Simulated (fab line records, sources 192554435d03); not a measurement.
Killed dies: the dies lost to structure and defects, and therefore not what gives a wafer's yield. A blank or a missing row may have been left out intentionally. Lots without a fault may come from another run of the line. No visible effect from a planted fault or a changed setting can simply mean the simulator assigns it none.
fab line records	flow n5_finfet	part 1 of 2: steps 1 to 26 of 35
[record] lots = 5	wafers = 15	last_day = 16
route steps=1938 shown BEOL_M1@824 BEOL_M2@841
lots that met no fault: taken from a fault-free run of the same line
start_h: hours from the record's first day to the start of the lot's first wafer shown	wait_h: how many hours have passed since the lot's step before this one	" same as the row above	L1.1+2: a row that stands for several wafers	- no value, or no start was given	* or withheld: withheld	< > ~ a bound
route shown NAME@n: NAME is a module with steps in the file, n the number in the route of the first one	usual: mean/standard deviation taken from wafers without a fault	same: alike in all rows	chamber/n: place in a boat	sites: per-site readings	_std_site: standard deviation of those values	_edge_site: the outer-site mean with the inner-site mean subtracted	radius_mm: for every site, how far away it sits from the centre of the wafer	mask NAME#n: copy n	behind: the tool/chamber that last shaped the wafer	hold: why the lot was held/for how many hours/how that ended	device: which transistor (n, p or np) failed to switch	end of line: at the end of the route, the tests of the same wafers	a step without rows: its recipe alone	killed: count of dies lost to structure and defects at first sort (not the wafer's yield)	map: shows each die of a wafer: x if killed, . if not, _ if none is there
set.NAME: the setting that was run; set.NAME@STEP: the one run at that earlier step	model.NAME: the simulator's own value behind a step, which no gauge read
lots at selected steps of the route; one table per step, one row per wafer
services: when a tool's chamber went out of use (start_h, in hours from the record's first day, below 0 if earlier), for how many hours, and the reason
[[steps]]
[step N5_BEOL_M1_SPUTTER_90]
[recipe] material = Cu	target_thk_a = 45	temp_c = -20	chamber_pressure_pa = 0.07	power_w = withheld	time_s = 8.29
[usual] throttle_valve_pct = 30.5/0.8
[same] time_s = 8.29
lot.wafer	tool	chamber	start_h	wait_h	throttle_valve_pct
L076.3	pvd_sputter-01	-	162.39	0.1	29.8
L076.5	"	-	"	"	30.4
L076.6	"	-	"	"	30.1
L077.1	pvd_sputter-03	-	162.60	0.1	30.4
L077.2	"	-	"	"	30.8
L077.3	"	-	"	"	32.0
L081.1	pvd_sputter-02	-	173.42	0.1	30.8
L081.3	"	-	"	"	29.6
L081.4	"	-	"	"	31.4
L082.3	pvd_sputter-03	-	174.40	0.1	30.7
L082.4	"	-	"	"	30.6
L082.5	"	-	"	"	30.4
L092.2	pvd_sputter-02	-	240.07	0.1	29.5
L092.3	"	-	"	"	32.6
L092.6	"	-	"	"	30.6
[step N5_BEOL_M1_ANNEAL_91]
[recipe] temp_c = 400	time_s = 240	ambient = vacuum
[usual] heater_power_w = 794/49
[same] time_s = 240
lot.wafer	tool	chamber	start_h	wait_h	heater_power_w
L076.3	pvd_sputter-01	-	162.47	0.0	837
L076.5	"	-	"	"	744
L076.6	"	-	"	"	840
L077.1	pvd_sputter-03	-	162.68	0.0	731
L077.2	"	-	"	"	800
L077.3	"	-	"	"	825
L081.1	pvd_sputter-02	-	173.50	0.0	708
L081.3	"	-	"	"	747
L081.4	"	-	"	"	890
L082.3	pvd_sputter-03	-	174.48	0.0	780
L082.4	"	-	"	"	799
L082.5	"	-	"	"	763
L092.2	pvd_sputter-02	-	240.15	0.0	733
L092.3	"	-	"	"	760
L092.6	"	-	"	"	719
[step N5_BEOL_M1_SPUTTER_92]
[recipe] material = Cu	target_thk_a = 45	temp_c = -20	chamber_pressure_pa = 0.07	power_w = withheld	time_s = 8.29
[usual] throttle_valve_pct = 30.5/0.8
[same] time_s = 8.29
lot.wafer	tool	chamber	start_h	wait_h	throttle_valve_pct
L076.3	pvd_sputter-01	-	162.61	0.1	29.7
L076.5	"	-	"	"	30.4
L076.6	"	-	"	"	30.3
L077.1	pvd_sputter-03	-	162.82	0.1	30.3
L077.2	"	-	"	"	30.5
L077.3	"	-	"	"	31.9
L081.1	pvd_sputter-02	-	173.64	0.1	30.6
L081.3	"	-	"	"	29.6
L081.4	"	-	"	"	31.4
L082.3	pvd_sputter-03	-	174.62	0.1	30.5
L082.4	"	-	"	"	30.9
L082.5	"	-	"	"	30.4
L092.2	pvd_sputter-02	-	240.29	0.1	29.6
L092.3	"	-	"	"	32.5
L092.6	"	-	"	"	30.6
[step N5_BEOL_M1_ANNEAL_93]
[recipe] temp_c = 400	time_s = 240	ambient = vacuum
[usual] heater_power_w = 792/51
[same] time_s = 240
lot.wafer	tool	chamber	start_h	wait_h	heater_power_w
L076.3	pvd_sputter-01	-	162.69	0.0	851
L076.5	"	-	"	"	755
L076.6	"	-	"	"	833
L077.1	pvd_sputter-03	-	162.90	0.0	750
L077.2	"	-	"	"	804
L077.3	"	-	"	"	813
L081.1	pvd_sputter-02	-	173.72	0.0	711
L081.3	"	-	"	"	743
L081.4	"	-	"	"	884
L082.3	pvd_sputter-03	-	174.70	0.0	774
L082.4	"	-	"	"	800
L082.5	"	-	"	"	734
L092.2	pvd_sputter-02	-	240.37	0.0	732
L092.3	"	-	"	"	754
L092.6	"	-	"	"	714
[step N5_BEOL_M1_SPUTTER_94]
[recipe] material = Cu	target_thk_a = 45	temp_c = -20	chamber_pressure_pa = 0.07	power_w = withheld	time_s = 8.29
[usual] throttle_valve_pct = 30.5/0.78
[same] time_s = 8.29
lot.wafer	tool	chamber	start_h	wait_h	throttle_valve_pct
L076.3	pvd_sputter-01	-	162.83	0.1	29.8
L076.5	"	-	"	"	30.3
L076.6	"	-	"	"	30.3
L077.1	pvd_sputter-03	-	163.04	0.1	30.2
L077.2	"	-	"	"	30.5
L077.3	"	-	"	"	31.7
L081.1	pvd_sputter-02	-	173.86	0.1	31.0
L081.3	"	-	"	"	29.5
L081.4	"	-	"	"	31.3
L082.3	pvd_sputter-03	-	174.84	0.1	30.5
L082.4	"	-	"	"	30.7
L082.5	"	-	"	"	30.4
L092.2	pvd_sputter-02	-	240.51	0.1	29.4
L092.3	"	-	"	"	32.2
L092.6	"	-	"	"	30.7
[step N5_BEOL_M1_ANNEAL_95]
[recipe] temp_c = 400	time_s = 240	ambient = vacuum
[usual] heater_power_w = 793/49
[same] time_s = 240
lot.wafer	tool	chamber	start_h	wait_h	heater_power_w
L076.3	pvd_sputter-01	-	162.91	0.0	836
L076.5	"	-	"	"	751
L076.6	"	-	"	"	838
L077.1	pvd_sputter-03	-	163.12	0.0	739
L077.2	"	-	"	"	796
L077.3	"	-	"	"	822
L081.1	pvd_sputter-02	-	173.94	0.0	704
L081.3	"	-	"	"	745
L081.4	"	-	"	"	872
L082.3	pvd_sputter-03	-	174.92	0.0	787
L082.4	"	-	"	"	796
L082.5	"	-	"	"	736
L092.2	pvd_sputter-02	-	240.59	0.0	750
L092.3	"	-	"	"	770
L092.6	"	-	"	"	691
[step N5_BEOL_M1_SPUTTER_96]
[recipe] material = Cu	target_thk_a = 45	temp_c = -20	chamber_pressure_pa = 0.07	power_w = withheld	time_s = 8.29
[usual] throttle_valve_pct = 30.5/0.79
[same] time_s = 8.29
lot.wafer	tool	chamber	start_h	wait_h	throttle_valve_pct
L076.3	pvd_sputter-01	-	163.05	0.1	29.6
L076.5	"	-	"	"	30.5
L076.6	"	-	"	"	30.4
L077.1	pvd_sputter-03	-	163.26	0.1	30.2
L077.2	"	-	"	"	31.0
L077.3	"	-	"	"	32.1
L081.1	pvd_sputter-02	-	174.08	0.1	30.6
L081.3	"	-	"	"	29.4
L081.4	"	-	"	"	31.2
L082.3	pvd_sputter-03	-	175.06	0.1	30.5
L082.4	"	-	"	"	30.9
L082.5	"	-	"	"	30.3
L092.2	pvd_sputter-02	-	240.73	0.1	29.8
L092.3	"	-	"	"	32.5
L092.6	"	-	"	"	30.7
[step N5_BEOL_M1_ECD_50]
[recipe] material = Cu	target_thk_a = 3000
lot.wafer	tool	chamber	start_h	wait_h
L076.3+5+6	ecd_cu-02	1,1,0	163.18	0.1
L077.1+2+3	ecd_cu-01	0,1,0	163.38	0.1
L081.1+3+4	ecd_cu-02	1,0,1	174.20	0.1
L082.3+4+5	ecd_cu-01	1,0,1	175.20	0.1
L092.2+3+6	ecd_cu-01	0	240.84	0.1
[step N5_BEOL_M1_ANNEAL_51]
[recipe] temp_c = 225	time_s = 90	ambient = N2
[usual] wafer_temp_C_max = 226.6/0.68
[same] time_s = 90
lot.wafer	tool	chamber	start_h	wait_h	wafer_temp_C_max
L076.3	rtp_anneal-01	0	163.33	0.1	227.3
L076.5	"	0	"	"	227.0
L076.6	"	0	"	"	228.2
L077.1	rtp_anneal-02	0	163.46	0.1	225.6
L077.2	"	0	"	"	225.9
L077.3	"	0	"	"	225.9
L081.1	rtp_anneal-01	0	174.28	0.1	226.4
L081.3	"	0	"	"	226.8
L081.4	"	0	"	"	226.7
L082.3	rtp_anneal-01	0	175.35	0.1	226.7
L082.4	"	0	"	"	226.9
L082.5	"	0	"	"	227.0
L092.2	rtp_anneal-01	0	240.97	0.1	227.3
L092.3	"	0	"	"	227.4
L092.6	"	0	"	"	227.9
[step N5_BEOL_M1_CMP_52]
[recipe] stop_on = SiOC	t_overpolish_s = 6.8	down_force_psi = 1	platen_rpm = 50	clearing_platen_down_force_psi = 1.5	clearing_platen_rpm = 50	post_cmp_clean = cu_alkaline	target_thk_nm = 40	clearing_platen_pad_velocity_m_s = 0.99484	pad_velocity_m_s = 0.99484
[usual] barrier_field_endpoint_s = 24.8/0.6	motor_current_A = 5.9/0.46	overpolish_run_s = 6.801/0.0088	time_to_endpoint_s = 62/3
lot.wafer	tool	chamber	start_h	wait_h	barrier_field_endpoint_s	motor_current_A	overpolish_run_s	time_to_endpoint_s
L076.3	cmp-01	3	163.58	0.2	24.5	5.9	6.803	60
L076.5	"	2	"	"	24.8	6.6	6.815	61
L076.6	"	3	"	"	24.7	5.6	6.792	60
L077.2	cmp-01	2	163.81	0.3	24.7	6.8	6.814	62
L077.1	"	3	"	"	24.4	5.8	6.808	60
L077.3	"	0	"	"	23.9	5.8	6.802	57
L081.1	cmp-03	1	174.59	0.3	24.6	5.6	6.800	65
L081.3	"	2	"	"	24.0	5.4	6.802	58
L081.4	"	3	"	"	25.3	6.2	6.789	66
L082.4	cmp-03	0	175.61	0.2	25.0	5.4	6.811	63
L082.3	"	1	"	"	25.6	5.4	6.799	67
L082.5	"	3	"	"	25.5	6.3	6.801	66
L092.3	cmp-04	3	241.23	0.2	24.7	6.1	6.804	65
L092.2	"	0	"	"	24.0	5.8	6.805	60
L092.6	"	0	"	"	24.0	5.6	6.786	61
[step N5_BEOL_M1_THK_MEAS_53]
[recipe] thk_meas_gauge = xrf	reads = Cu_of_BEOL_M1_ECD_50
[usual] M1_THK = 40.0/1.6
lot.wafer	tool	chamber	start_h	wait_h	M1_THK[nm]
L076.3	film_metro-01	-	163.84	-	39.3
L076.5	"	-	"	"	40.4
L076.6	"	-	"	"	42.9
L077.1	film_metro-01	-	164.06	-	37.8
L077.2	"	-	"	"	40.5
L077.3	"	-	"	"	38.2
L081.1	film_metro-02	-	174.88	-	41.7
L081.3	"	-	"	"	39.1
L081.4	"	-	"	"	42.0
L082.3	film_metro-02	-	175.86	-	38.7
L082.4	"	-	"	"	40.4
L082.5	"	-	"	"	38.7
L092.2	film_metro-02	-	241.53	-	38.4
L092.3	"	-	"	"	38.9
L092.6	"	-	"	"	38.5
[step N5_BEOL_M1_PRE_CLEAN_60]
[recipe] gas = NH3/H2	time_s = 15	temp_c = *	rf_power_w = 300
[usual] heater_power_w = 84/16
[same] time_s = 15
lot.wafer	tool	chamber	start_h	wait_h	heater_power_w
L076.3	cvd_co-02	2	163.87	0.0	50
L076.5	"	0	"	"	71
L076.6	"	2	"	"	48
L077.1	cvd_co-01	2	164.10	0.0	95
L077.2	"	1	"	"	85
L077.3	"	0	"	"	82
L081.1	cvd_co-01	0	174.92	0.0	84
L081.3	"	2	"	"	89
L081.4	"	0	"	"	82
L082.3	cvd_co-01	1	175.90	0.0	86
L082.4	"	1	"	"	86
L082.5	"	2	"	"	91
L092.2	cvd_co-01	2	241.56	0.0	93
L092.3	"	1	"	"	84
L092.6	"	0	"	"	82
[step N5_BEOL_M1_CO_CAP_55]
[recipe] material = Co	target_thk_a = 20	temp_c = 200	precursor = CCTBA/H2	pressure_torr = 30	time_s = 102.1
[usual] heater_power_w = 234/19
[same] time_s = 102.1
lot.wafer	tool	chamber	start_h	wait_h	heater_power_w
L076.3	cvd_co-02	2	163.91	0.0	195
L076.5	"	0	"	"	211
L076.6	"	2	"	"	192
L077.1	cvd_co-01	2	164.14	0.0	246
L077.2	"	1	"	"	235
L077.3	"	0	"	"	230
L081.1	cvd_co-01	0	174.96	0.0	235
L081.3	"	2	"	"	239
L081.4	"	0	"	"	237
L082.3	cvd_co-01	1	175.94	0.0	239
L082.4	"	1	"	"	237
L082.5	"	2	"	"	249
L092.2	cvd_co-01	2	241.60	0.0	249
L092.3	"	1	"	"	231
L092.6	"	0	"	"	226
[step N5_BEOL_M1_PRE_CLEAN_56]
[recipe] gas = NH3	time_s = 15	temp_c = withheld	rf_power_w = 300
[same] time_s = 15
lot.wafer	tool	chamber	start_h	wait_h
L076.3+5+6	pecvd-02	2,1,2	164.00	0.1
L077.1+2+3	pecvd-02	1,0,2	164.24	0.1
L081.1+3+4	pecvd-02	2,1,2	175.05	0.1
L082.3+4+5	pecvd-01	2,0,1	176.03	0.1
L092.2+3+6	pecvd-04	1,2,1	241.70	0.1
[step N5_BEOL_M1_DEP_57]
[recipe] material = SiCN	target_thk_a = 80	temp_c = withheld	precursor = 3MS/NH3	pressure_torr = 3	rf_w = 202	time_s = 14
[usual] showerhead_plenum_p_Torr = 3.662/0.014	throttle_valve_pct = 8.9/0.62
[same] time_s = 14
lot.wafer	tool	chamber	start_h	wait_h	showerhead_plenum_p_Torr	throttle_valve_pct
L076.3	pecvd-02	2	164.03	0.0	3.665	8.2
L076.5	"	1	"	"	3.681	9.3
L076.6	"	2	"	"	3.658	8.1
L077.1	pecvd-02	1	164.27	0.0	3.675	9.2
L077.2	"	0	"	"	3.659	8.8
L077.3	"	2	"	"	3.655	7.8
L081.1	pecvd-02	2	175.08	0.0	3.656	7.8
L081.3	"	1	"	"	3.682	9.4
L081.4	"	2	"	"	3.674	7.8
L082.3	pecvd-01	2	176.06	0.0	3.650	9.1
L082.4	"	0	"	"	3.652	8.3
L082.5	"	1	"	"	3.631	9.9
L092.2	pecvd-04	1	241.72	0.0	3.689	8.9
L092.3	"	2	"	"	3.673	7.8
L092.6	"	1	"	"	3.690	9.3
[step N5_BEOL_M1_RS_MEAS_58]
[recipe] thk_meas_gauge = four-point-probe	reads = Co_of_BEOL_M1_CO_CAP_55+Cu_of_BEOL_M1_ECD_50+Co_of_BEOL_M1_CVD_47+TaN_of_BEOL_M1_ALD_84
[usual] M1_RS = 0.67/0.034
lot.wafer	tool	chamber	start_h	wait_h	M1_RS[ohm/sq]
L076.3	film_metro-02	-	164.10	0.1	0.69
L076.5	"	-	"	"	0.67
L076.6	"	-	"	"	0.62
L077.1	film_metro-02	-	164.34	0.1	0.73
L077.2	"	-	"	"	0.67
L077.3	"	-	"	"	0.72
L081.1	film_metro-02	-	175.14	0.0	0.64
L081.3	"	-	"	"	0.70
L081.4	"	-	"	"	0.64
L082.3	film_metro-02	-	176.12	0.1	0.70
L082.4	"	-	"	"	0.66
L082.5	"	-	"	"	0.70
L092.2	film_metro-01	-	241.79	0.1	0.71
L092.3	"	-	"	"	0.70
L092.6	"	-	"	"	0.72
[step N5_BEOL_M1_INSPECT_59]
[recipe] inspect_instrument = darkfield	mode = post_dep
[usual] raw_defect_count = 76/30
lot.wafer	tool	chamber	start_h	wait_h	raw_defect_count
L076.3	defect_inspect-02	-	164.12	0.0	60
L076.5	"	-	"	"	70
L076.6	"	-	"	"	48
L077.1	defect_inspect-02	-	164.36	0.0	52
L077.2	"	-	"	"	67
L077.3	"	-	"	"	54
L081.1	defect_inspect-01	-	175.17	0.0	45
L081.3	"	-	"	"	30
L081.4	"	-	"	"	57
L082.3	defect_inspect-01	-	176.15	0.0	72
L082.4	"	-	"	"	63
L082.5	"	-	"	"	63
L092.2	defect_inspect-02	-	241.82	0.0	78
L092.3	"	-	"	"	104
L092.6	"	-	"	"	105
[step N5_BEOL_M2_ILD_DEP_00]
[recipe] material = SiOC	target_thk_a = 790	temp_c = 350	precursor = DEMS/O2	pressure_torr = 5	rf_w = 500	time_s = 15.3
[usual] heater_power_w = 476/52	showerhead_plenum_p_Torr = 5.694/0.017	throttle_valve_pct = 11.9/0.66
[same] time_s = 15.3
lot.wafer	tool	chamber	start_h	wait_h	heater_power_w	showerhead_plenum_p_Torr	throttle_valve_pct
L076.3	pecvd-03	0	164.16	0.0	444	5.700	12.3
L076.5	"	1	"	"	463	5.712	12.2
L076.6	"	2	"	"	504	5.689	11.3
L077.1	pecvd-03	0	164.40	0.0	425	5.697	12.2
L077.2	"	1	"	"	469	5.703	12.4
L077.3	"	2	"	"	568	5.695	11.4
L081.1	pecvd-03	0	175.21	0.0	443	5.709	12.3
L081.3	"	1	"	"	495	5.710	12.2
L081.4	"	0	"	"	463	5.704	12.0
L082.3	pecvd-03	0	176.18	0.0	480	5.693	12.5
L082.4	"	1	"	"	522	5.722	12.0
L082.5	"	0	"	"	475	5.716	12.2
L092.2	pecvd-01	2	241.85	0.0	560	5.665	11.4
L092.3	"	1	"	"	456	5.671	12.8
L092.6	"	2	"	"	610	5.673	11.1
[step N5_BEOL_M2_THK_MEAS_01]
[recipe] reads = SiOC_of_BEOL_M2_ILD_DEP_00
[usual] M2_ILD_THK = 78.9/1
lot.wafer	tool	chamber	start_h	wait_h	M2_ILD_THK[nm]
L076.3	film_metro-02	-	164.23	0.1	77.0
L076.5	"	-	"	"	78.1
L076.6	"	-	"	"	79.4
L077.1	film_metro-02	-	164.47	0.0	78.0
L077.2	"	-	"	"	77.9
L077.3	"	-	"	"	78.6
L081.1	film_metro-02	-	175.27	0.0	77.4
L081.3	"	-	"	"	78.0
L081.4	"	-	"	"	79.8
L082.3	film_metro-01	-	176.25	0.1	77.4
L082.4	"	-	"	"	78.7
L082.5	"	-	"	"	78.1
L092.2	film_metro-01	-	241.92	0.1	79.2
L092.3	"	-	"	"	78.6
L092.6	"	-	"	"	79.4
[step N5_BEOL_M2_PECVD_72]
[recipe] material = SiO2	target_thk_a = 160	temp_c = 400	precursor = TEOS/O2	pressure_torr = 5.5	rf_w = 450	teos_flow_sccm = 53.8	gas = O2	flow_sccm = 3000	time_s = 18
[usual] heater_power_w = 700/72	showerhead_plenum_p_Torr = 8.77/0.063	throttle_valve_pct = 22.1/1.3
[same] time_s = 18
lot.wafer	tool	chamber	start_h	wait_h	heater_power_w	showerhead_plenum_p_Torr	throttle_valve_pct
L076.3	pecvd-01	0	164.26	0.0	752	8.75	21.4
L076.5	"	2	"	"	883	8.71	22.7
L076.6	"	0	"	"	750	8.77	21.3
L077.1	pecvd-01	0	164.50	0.0	646	8.77	21.3
L077.2	"	1	"	"	686	8.66	23.9
L077.3	"	2	"	"	771	8.72	22.7
L081.1	pecvd-02	2	175.31	0.0	635	8.79	19.6
L081.3	"	0	"	"	680	8.73	21.6
L081.4	"	1	"	"	643	8.85	23.2
L082.3	pecvd-01	2	176.29	0.0	854	8.73	23.1
L082.4	"	2	"	"	869	8.74	22.7
L082.5	"	1	"	"	701	8.63	24.1
L092.2	pecvd-02	1	241.96	0.0	691	8.84	23.4
L092.3	"	0	"	"	679	8.72	21.9
L092.6	"	1	"	"	694	8.85	23.5
[step N5_BEOL_M2_HM_DEP_02]
[recipe] material = TiN	target_thk_a = 200	temp_c = 25	chamber_pressure_pa = 0.49996
[usual] throttle_valve_pct = 30.9/0.88
lot.wafer	tool	chamber	start_h	wait_h	throttle_valve_pct
L076.3	pvd_sputter-01	-	164.43	0.1	30.5
L076.5	"	-	"	"	30.3
L076.6	"	-	"	"	30.5
L077.1	pvd_sputter-03	-	164.82	0.3	30.2
L077.2	"	-	"	"	30.7
L077.3	"	-	"	"	31.8
L081.1	pvd_sputter-02	-	175.58	0.3	31.5
L081.3	"	-	"	"	30.7
L081.4	"	-	"	"	29.8
L082.3	pvd_sputter-03	-	177.92	1.6	30.8
L082.4	"	-	"	"	30.5
L082.5	"	-	"	"	31.4
L092.2	pvd_sputter-02	-	242.02	0.0	30.8
L092.3	"	-	"	"	31.4
L092.6	"	-	"	"	29.6
[step N5_BEOL_M2_COAT_61]
[recipe] resist = SOC	temp_c = 250	time_s = 60	spin_rpm = 1500	resist_thk_nm = 60
[usual] dispense_pressure_kPa = 47/3.5
[same] time_s = 60
lot.wafer	tool	chamber	start_h	wait_h	dispense_pressure_kPa
L076.3	litho_track-03	0	164.56	0.1	43
L076.5	"	0	"	"	43
L076.6	"	0	"	"	43
L077.1	litho_track-05	0	164.95	0.1	51
L077.2	"	0	"	"	51
L077.3	"	0	"	"	51
L081.1	litho_track-05	0	175.71	0.1	51
L081.3	"	0	"	"	51
L081.4	"	0	"	"	51
L082.3	litho_track-03	0	178.05	0.1	43
L082.4	"	0	"	"	43
L082.5	"	0	"	"	43
L092.2	litho_track-02	0	242.14	0.1	47
L092.3	"	0	"	"	47
L092.6	"	0	"	"	47
[step N5_BEOL_M2_COAT_62]
[recipe] resist = SiARC	temp_c = 220	time_s = 60	spin_rpm = 1500	resist_thk_nm = 12
[usual] dispense_pressure_kPa = 47/3.5
[same] time_s = 60
lot.wafer	tool	chamber	start_h	wait_h	dispense_pressure_kPa
L076.3	litho_track-03	0	-	-	43
L076.5	"	0	"	"	43
L076.6	"	0	"	"	43
L077.1	litho_track-05	0	-	-	51
L077.2	"	0	"	"	51
L077.3	"	0	"	"	51
L081.1	litho_track-05	0	-	-	51
L081.3	"	0	"	"	51
L081.4	"	0	"	"	51
L082.3	litho_track-03	0	-	-	43
L082.4	"	0	"	"	43
L082.5	"	0	"	"	43
L092.2	litho_track-02	0	-	-	47
L092.3	"	0	"	"	47
L092.6	"	0	"	"	47
[step N5_BEOL_M2_COAT_73]
[recipe] resist = underlayer	temp_c = 205	time_s = 60	spin_rpm = 1500	resist_thk_nm = 5
[usual] dispense_pressure_kPa = 47/3.5
[same] time_s = 60
lot.wafer	tool	chamber	start_h	wait_h	dispense_pressure_kPa
L076.3	litho_track-03	0	-	-	43
L076.5	"	0	"	"	43
L076.6	"	0	"	"	43
L077.1	litho_track-05	0	-	-	51
L077.2	"	0	"	"	51
L077.3	"	0	"	"	51
L081.1	litho_track-05	0	-	-	51
L081.3	"	0	"	"	51
L081.4	"	0	"	"	51
L082.3	litho_track-03	0	-	-	43
L082.4	"	0	"	"	43
L082.5	"	0	"	"	43
L092.2	litho_track-02	0	-	-	47
L092.3	"	0	"	"	47
L092.6	"	0	"	"	47
[step N5_BEOL_M2_COAT_05]
[recipe] resist = CAR-EUV	spin_rpm = 1500	resist_thk_nm = 30
[usual] dispense_pressure_kPa = 47/3.5
lot.wafer	tool	chamber	start_h	wait_h	dispense_pressure_kPa
L076.3	litho_track-03	0	-	-	43
L076.5	"	0	"	"	43
L076.6	"	0	"	"	43
L077.1	litho_track-05	0	-	-	51
L077.2	"	0	"	"	51
L077.3	"	0	"	"	51
L081.1	litho_track-05	0	-	-	51
L081.3	"	0	"	"	51
L081.4	"	0	"	"	51
L082.3	litho_track-03	0	-	-	43
L082.4	"	0	"	"	43
L082.5	"	0	"	"	43
L092.2	litho_track-02	0	-	-	47
L092.3	"	0	"	"	47
L092.6	"	0	"	"	47
[step N5_BEOL_M2_EBR_07]
[recipe] solvent = PGMEA	ebr_width_mm = 1.5
lot.wafer	tool	chamber	start_h	wait_h
L076.3+5+6	litho_track-03	0	-	-
L077.1+2+3	litho_track-05	0	-	-
L081.1+3+4	litho_track-05	0	-	-
L082.3+4+5	litho_track-03	0	-	-
L092.2+3+6	litho_track-02	0	-	-
